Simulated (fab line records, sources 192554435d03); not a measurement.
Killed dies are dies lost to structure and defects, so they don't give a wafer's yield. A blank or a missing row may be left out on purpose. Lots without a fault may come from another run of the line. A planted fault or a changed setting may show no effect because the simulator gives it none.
Which tool did it? | flow n5_finfet | 21 lots, 63 wafers sampled, at 2 steps of a route of 1938

WHAT THE GAUGES READ, wafer by wafer
N5_BEOL_M9_CD_MEAS_18: pitch 140 nm, target cd 70 nm.
lot  | measured     | on        | cd_nm (nm)
L074 | day 9 10:28  | cd_sem-01 | 70.3 70.1 70.5
L076 | day 9 21:11  | cd_sem-02 | 70.2 69.0 69.0
L075 | day 10 07:02 | cd_sem-02 | 70.4 70.2 70.7
L077 | day 10 17:23 | cd_sem-01 | 70.4 70.3 70.1
L078 | day 11 03:32 | cd_sem-03 | 70.3 69.6 70.2
L079 | day 11 13:49 | cd_sem-01 | 70.0 70.3 70.1
L080 | day 11 21:50 | cd_sem-02 | 70.1 70.0 70.2
L083 | day 12 04:34 | cd_sem-02 | 70.6 70.5 70.2
L081 | day 12 14:02 | cd_sem-01 | 70.9 70.7 70.4
L084 | day 12 23:23 | cd_sem-01 | 69.8 70.3 70.5
L085 | day 13 06:42 | cd_sem-01 | 69.9 69.7 70.0
L089 | day 13 16:09 | cd_sem-02 | 69.7 70.2 70.2
L086 | day 13 16:24 | cd_sem-02 | 70.6 69.8 70.0
L087 | day 13 23:29 | cd_sem-02 | 69.9 70.0 70.1
L088 | day 14 00:39 | cd_sem-01 | 70.5 69.9 70.1
L092 | day 14 10:47 | cd_sem-02 | 70.1 69.5 69.7
L091 | day 14 17:11 | cd_sem-02 | 70.2 69.3 69.2
L094 | day 15 11:40 | cd_sem-01 | 71.1 70.8 70.8
L095 | day 15 11:55 | cd_sem-02 | 70.4 70.3 70.3
L097 | day 16 00:35 | cd_sem-03 | 69.5 69.7 70.0
L096 | day 16 18:13 | cd_sem-02 | 70.4 70.3 70.5

WHICH TOOL RAN EACH LOT (tool, then ch and the chambers of the sampled wafers, then the start)
lot  | N5_BEOL_M9_DESCUM_16
L074 | rie_diel-03 ch 0,2,3, day 9 10:00
L076 | rie_diel-05 ch 0,1,3, day 9 20:44
L075 | rie_diel-03 ch 0,1,2, day 10 06:34
L077 | rie_diel-06 ch 0,1,3, day 10 16:52
L078 | rie_diel-05 ch 0,2,3, day 11 03:05
L079 | rie_diel-06 ch 2,3, day 11 13:14
L080 | rie_diel-05 ch 0,1,2, day 11 21:22
L083 | rie_diel-06 ch 0,2,3, day 12 04:06
L081 | rie_diel-06 ch 0,2,3, day 12 13:35
L084 | rie_diel-06 ch 0,1,2, day 12 22:51
L085 | rie_diel-05 ch 1,2,3, day 13 06:10
L089 | rie_diel-03 ch 0,2, day 13 15:42
L086 | rie_diel-06 ch 0,1,3, day 13 15:57
L087 | rie_diel-03 ch 0,2,3, day 13 23:01
L088 | rie_diel-06 ch 0,1,2, day 14 00:11
L092 | rie_diel-05 ch 1,2,3, day 14 10:20
L091 | rie_diel-05 ch 1,3, day 14 16:44
L094 | rie_diel-03 ch 1,2,3, day 15 11:13
L095 | rie_diel-03 ch 2,3, day 15 11:28
L097 | rie_diel-03 ch 1,2,3, day 16 00:08
L096 | rie_diel-05 ch 0,1,2, day 16 17:45
- N5_BEOL_M9_DESCUM_16: chemistry O2, time 7.9 s.

WHAT THE TOOLS THEMSELVES READ (means of the sampled wafers that have a number; where no wafer has one, the mark that the record gives instead)
N5_BEOL_M9_DESCUM_16.
lot  | tool        | chamber_pressure_mTorr (mTorr) | drypump_motor_current_A (A) | oes_product_au (a.u.) | rf_vpp_V (V) | showerhead_plenum_p_Torr (Torr) | throttle_valve_pct (%)
L074 | rie_diel-03 | 20.002                         | 5.8                         | 0.78                  | 243.0        | 2.10                            | 20.31
L076 | rie_diel-05 | 20.014                         | 5.1                         | 0.77                  | 243.3        | 2.07                            | 20.36
L075 | rie_diel-03 | 19.996                         | 5.7                         | 0.79                  | 244.1        | 2.11                            | 20.19
L077 | rie_diel-06 | 20.007                         | 5.4                         | 0.86                  | 242.7        | 2.12                            | 20.44
L078 | rie_diel-05 | 20.000                         | 5.4                         | 0.74                  | 243.2        | 2.08                            | 20.54
L079 | rie_diel-06 | 19.997                         | 5.4                         | 0.88                  | 242.5        | 2.07                            | 20.46
L080 | rie_diel-05 | 19.998                         | 5.2                         | 0.76                  | 243.2        | 2.06                            | 20.55
L083 | rie_diel-06 | 20.011                         | 5.5                         | 0.80                  | 243.3        | 2.07                            | 20.54
L081 | rie_diel-06 | 20.002                         | 5.4                         | 0.80                  | 242.8        | 2.07                            | 20.55
L084 | rie_diel-06 | 20.019                         | 5.6                         | 0.78                  | 243.1        | 2.13                            | 20.50
L085 | rie_diel-05 | 20.011                         | 5.4                         | 0.78                  | 243.0        | 2.07                            | 20.40
L089 | rie_diel-03 | 20.009                         | 6.1                         | 0.81                  | 243.0        | 2.08                            | 20.19
L086 | rie_diel-06 | 19.992                         | 5.4                         | 0.83                  | 244.1        | 2.11                            | 20.47
L087 | rie_diel-03 | 20.008                         | 5.8                         | 0.76                  | 243.1        | 2.09                            | 20.37
L088 | rie_diel-06 | 19.989                         | 5.6                         | 0.77                  | 243.8        | 2.13                            | 20.52
L092 | rie_diel-05 | 20.000                         | 5.4                         | 0.78                  | 243.1        | 2.07                            | 20.42
L091 | rie_diel-05 | 20.000                         | 5.2                         | 0.75                  | 243.8        | 2.06                            | 20.24
L094 | rie_diel-03 | 20.019                         | 5.4                         | 0.72                  | 243.4        | 2.10                            | 20.41
L095 | rie_diel-03 | 19.994                         | 5.6                         | 0.68                  | 243.4        | 2.12                            | 20.37
L097 | rie_diel-03 | 20.008                         | 5.4                         | 0.72                  | 242.7        | 2.10                            | 20.41
L096 | rie_diel-05 | 19.992                         | 5.2                         | 0.83                  | 243.2        | 2.05                            | 20.48

THE ANSWER, worked out from the rows above alone
Rule: what is usual is taken from the lots themselves. Put in order of their means at a reading, lots are off if they are a third of the lots or fewer, leave a main group of 4 or more, and stand apart from it by a gap of 3 or more times the standard deviation of the main group's means; of several such gaps the widest counts. A main group whose means are all the same, to the digits that the tables above print for the reading, isn't used. A lot without any number at a reading at which 4 lots or more have one is off too. The other lots that the step has rows for count as sound. The gauges are gone through in route order, then the tools' own readings, and for those a lot's mean is taken as printed above. The first step at which some lot is off is used, and at that step the reading that is off furthest; a lot without a number counts as furthest.
No lot is off at any reading shown: from this, nothing can be told.

WHAT THE SIMULATOR HAD PUT IN
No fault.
